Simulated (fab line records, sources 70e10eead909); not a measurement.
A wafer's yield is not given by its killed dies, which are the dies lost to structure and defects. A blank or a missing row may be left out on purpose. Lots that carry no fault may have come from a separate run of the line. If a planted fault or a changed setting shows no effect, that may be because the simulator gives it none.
A lot that was struck, set against a sound lot :: flow nandHarc :: 14 steps out of a route of 1302
Sound: these wafers, L628.2, L628.3, L628.5. Wafers struck: L640.1, L640.4, L640.5. The cause comes at the end.
For every step that has rows: the tool of each side, followed by ch and its chambers, followed by its first start. Under that, the readings that differ: sound wafers :: struck wafers :: difference of the means :: sigmas: that difference in standard deviations of wafers without a fault.
alike: a reading whose means differ by less than 2 such deviations, as well as words and numbers matching on both sides. not compared: withheld readings; readings where some wafer has no value; bounds like >300 that might hide an equal value; numbers whose values overlap and for which the record gives no deviation.
Wherever a step has rows on one side only, a row that says differs or no value, or a row with sigmas, the two part there. Numbers that have no deviation but don't overlap get no sigmas and don't part them. A reading that every wafer of one side lacks parts them only if that side has two wafers or more.

first, 1 step without rows for these wafers: NHARC_A_ONON_D1_DEP_09 (target thk 1000 nm).
NHARC_A_ONON_D1_THK_MEAS_11: measures by ellipsometry.
  sound on filmMetro-02, day 9 02:54; struck on filmMetro-01, day 13 20:08
  alike: thkNm
next comes 1 step that has no rows for these wafers: NHARC_A_ONON_D1_DEP_12 (target thickness 1000 nm).
NHARC_A_ONON_D1_THK_MEAS_14: measures by ellipsometry.
  sound on filmMetro-01, day 9 03:28; struck on filmMetro-01, day 13 20:43
reading: thkNm (nm)
sound: 1026 1028 1027
struck: 994 995 994
difference: -33
sigmas: -2
then, 2 steps without rows for these wafers: NHARC_A_ONON_D1_ANNEAL_15 (time 3600 s); NHARC_A_ONON_D1_DEP_16 (target thk 1000 nm).
NHARC_A_ONON_D1_THK_MEAS_18: measures by ellipsometry.
  sound on filmMetro-02, day 9 11:01; struck on filmMetro-01, day 14 04:28
  alike: thkNm
next comes 1 step that has no rows for these wafers: NHARC_A_ONON_D1_DEP_19 (target thickness 1000 nm).
NHARC_A_ONON_D1_THK_MEAS_21: measures by ellipsometry.
  sound on filmMetro-01, day 9 11:35; struck on filmMetro-01, day 14 05:02
  alike: thkNm
next comes 1 step that has no rows for these wafers: NHARC_A_ONON_D1_DEP_22 (target thickness 1000 nm).
NHARC_A_ONON_D1_THK_MEAS_24: measures by ellipsometry.
  sound on filmMetro-02, day 9 12:08; struck on filmMetro-01, day 14 05:36
  alike: thkNm
NHARC_A_ONON_D1_DEP_25: target thk 1000 nm.
  sound on pecvdOnon-03 ch 0, day 9 12:16; struck on pecvdOnon-02 ch 0, day 14 05:40
NHARC_A_ONON_D1_THK_MEAS_27: measures by ellipsometry.
  sound on filmMetro-01, day 9 12:43; struck on filmMetro-01, day 14 06:20
reading: thkNm (nm)
sound: 993 993 993
struck: 1527 1526 1526
difference: +533
sigmas: +56
  not compared: hold
NHARC_END_SORT_01:
  the record has rows for the sound wafers here (prober-01 ch 0, day 25 22:22) and none for the struck ones

WHERE THEY PART
First at NHARC_A_ONON_D1_THK_MEAS_14; last, within this record, at NHARC_END_SORT_01.

WHY: whatever the simulator had introduced
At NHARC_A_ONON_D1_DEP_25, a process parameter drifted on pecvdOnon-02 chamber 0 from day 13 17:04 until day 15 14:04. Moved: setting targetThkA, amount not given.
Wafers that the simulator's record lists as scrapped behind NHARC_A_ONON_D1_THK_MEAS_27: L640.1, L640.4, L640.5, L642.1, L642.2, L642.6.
